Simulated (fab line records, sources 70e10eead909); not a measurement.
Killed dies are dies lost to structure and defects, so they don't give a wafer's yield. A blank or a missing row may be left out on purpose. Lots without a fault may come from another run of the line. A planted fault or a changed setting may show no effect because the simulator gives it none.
A struck lot beside a sound one | flow nand_harc | 40 steps out of a route of 1302
Sound: wafers L581.1, L581.4, L581.5. Struck: wafers L590.2, L590.3, L590.4. The cause comes at the end.
At each step with rows: each side's tool, then ch and its chambers, then its first start. Under that, the readings that differ: sound wafers | struck wafers | difference of the means | sigmas: that difference in standard deviations of wafers without a fault.
alike: readings whose means differ by less than 2 such deviations, and words and numbers that are the same on both sides. not compared: withheld readings, readings that some wafer has no value for, bounds like >300 that may hide the same value, and numbers for which the record gives no deviation and whose values overlap.
The two part at a step that has a row with sigmas, a row that says differs or no value, or rows on one side only. Numbers that don't overlap but have no deviation are shown without sigmas and don't part them. A reading that every wafer of one side lacks parts them only if that side has two wafers or more.

first, 11 steps without rows for these wafers: NHARC_A_STAIRCASE_DEP_259 (deposits SiON, target thk 30 nm); NHARC_A_STAIRCASE_DEHYDRATE_260 (time 120 s); NHARC_A_STAIRCASE_HMDS_261 (time 30 s); NHARC_A_STAIRCASE_COAT_262; NHARC_A_STAIRCASE_SOFTBAKE_263 (time 170 s); NHARC_A_STAIRCASE_EBR_264; NHARC_A_STAIRCASE_EXPOSE_265 (exposes mask CHOP 200); NHARC_A_STAIRCASE_PEB_266 (peb time 130 s); NHARC_A_STAIRCASE_DEVELOP_267 (time 140 s); NHARC_A_STAIRCASE_HARDBAKE_269 (time 140 s); NHARC_A_STAIRCASE_DESCUM_270 (chemistry O2, time 3 s).
NHARC_A_STAIRCASE_ETCH_271: etches the open film in CF4/CHF3.
  sound on rie_diel-13 ch 2,3, day 18 04:24; struck on rie_diel-11 ch 0,1,2, day 22 07:43
  reading               | sound             | struck            | difference | sigmas
  oes_product_au (a.u.) | 0.928 0.921 0.919 | 0.958 0.997 0.962 | +0.050     | +2
  alike: drypump_motor_current_A, rf_vpp_V, showerhead_plenum_p_Torr, throttle_valve_pct
  not compared: rf_hours_counter_h
then, 8 steps without rows for these wafers: NHARC_A_STAIRCASE_HM_OPEN_457 (chemistry O2/COS); NHARC_A_STAIRCASE_STRIP_458 (strips in O2/COS); NHARC_A_STAIRCASE_ETCH_451 (etches the open film in CF4/O2, target depth 30 nm, overetch 3 nm, time 16.5 s); NHARC_A_STAIRCASE_ETCH_273 (etches the open film in C4F8/O2/Ar, target depth 10200 nm, time 2468.6 s); NHARC_A_STAIRCASE_STRIP_274 (strips in O2); NHARC_A_STAIRCASE_STRIP_275 (strips in SPM, time 900 s); NHARC_A_STAIRCASE_PRECLEAN_276 (cleans in SC1); NHARC_A_STAIRCASE_SRD_277.
NHARC_A_STAIRCASE_HM_DEP_459: deposits aC, target thk 1500 nm.
  sound on acl_dep-01 ch 0, day 18 10:05; struck on acl_dep-03 ch 0, day 22 11:20
  alike: throttle_valve_pct
then, 10 steps without rows for these wafers: NHARC_A_STAIRCASE_DEP_280 (deposits SiON, target thk 30 nm); NHARC_A_STAIRCASE_DEHYDRATE_281 (time 120 s); NHARC_A_STAIRCASE_HMDS_282 (time 30 s); NHARC_A_STAIRCASE_COAT_283; NHARC_A_STAIRCASE_SOFTBAKE_284 (time 170 s); NHARC_A_STAIRCASE_EBR_285; NHARC_A_STAIRCASE_EXPOSE_286 (exposes mask CHOP 100); NHARC_A_STAIRCASE_PEB_287 (peb time 130 s); NHARC_A_STAIRCASE_DEVELOP_288 (time 140 s); NHARC_A_STAIRCASE_HARDBAKE_290 (time 140 s).
NHARC_A_STAIRCASE_DESCUM_291: chemistry O2, time 3 s.
  sound on rie_diel-03 ch 0,3, day 18 12:58; struck on rie_diel-13 ch 0,1,2, day 22 13:53
  alike: drypump_motor_current_A, oes_product_au, rf_vpp_V, showerhead_plenum_p_Torr, throttle_valve_pct
  not compared: rf_hours_counter_h
then, 1 step without rows for these wafers: NHARC_A_STAIRCASE_ETCH_292 (etches the open film in CF4/CHF3).
NHARC_A_STAIRCASE_HM_OPEN_460: chemistry O2/COS.
  sound on rie_diel-03 ch 0,3; struck on rie_diel-13 ch 0,1,2
  alike: drypump_motor_current_A, oes_product_au, rf_vpp_V, showerhead_plenum_p_Torr, throttle_valve_pct
  not compared: rf_hours_counter_h
then, 2 steps without rows for these wafers: NHARC_A_STAIRCASE_STRIP_461 (strips in O2/COS); NHARC_A_STAIRCASE_ETCH_452 (etches the open film in CF4/O2, target depth 30 nm, overetch 3 nm, time 16.5 s).
NHARC_A_STAIRCASE_ETCH_294: etches the open film in C4F8/O2/Ar, target depth 4989 nm, time 1211.6 s.
  sound on rie_diel-03 ch 0,1,3; struck on rie_diel-13 ch 0,1,2
  alike: oes_product_au, rf_vpp_V
  not compared: rf_hours_counter_h
NHARC_A_STAIRCASE_STRIP_295: strips in O2.
  sound on rie_diel-03 ch 0,1; struck on rie_diel-13 ch 0,1,2
  alike: drypump_motor_current_A, oes_product_au, rf_vpp_V, showerhead_plenum_p_Torr, throttle_valve_pct
  not compared: rf_hours_counter_h
then, 1 step without rows for these wafers: NHARC_A_STAIRCASE_STRIP_296 (strips in SPM, time 900 s).
-- the record jumps here: 8 days lie between the struck wafers' starts before and after (it left off in module A_STAIRCASE and takes up again in module END, whose first step shown is number 1302 of the route) --
NHARC_END_SORT_01:
  the record has rows for the struck wafers here (prober-01 ch 0, day 30 02:43) and none for the sound ones

WHERE THEY PART
First at NHARC_A_STAIRCASE_ETCH_271; last, within this record, at NHARC_END_SORT_01.

WHY: what the simulator had put in
Chamber particle source: rie_diel-11, from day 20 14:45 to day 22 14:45, at NHARC_A_STAIRCASE_ETCH_271. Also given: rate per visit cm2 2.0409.
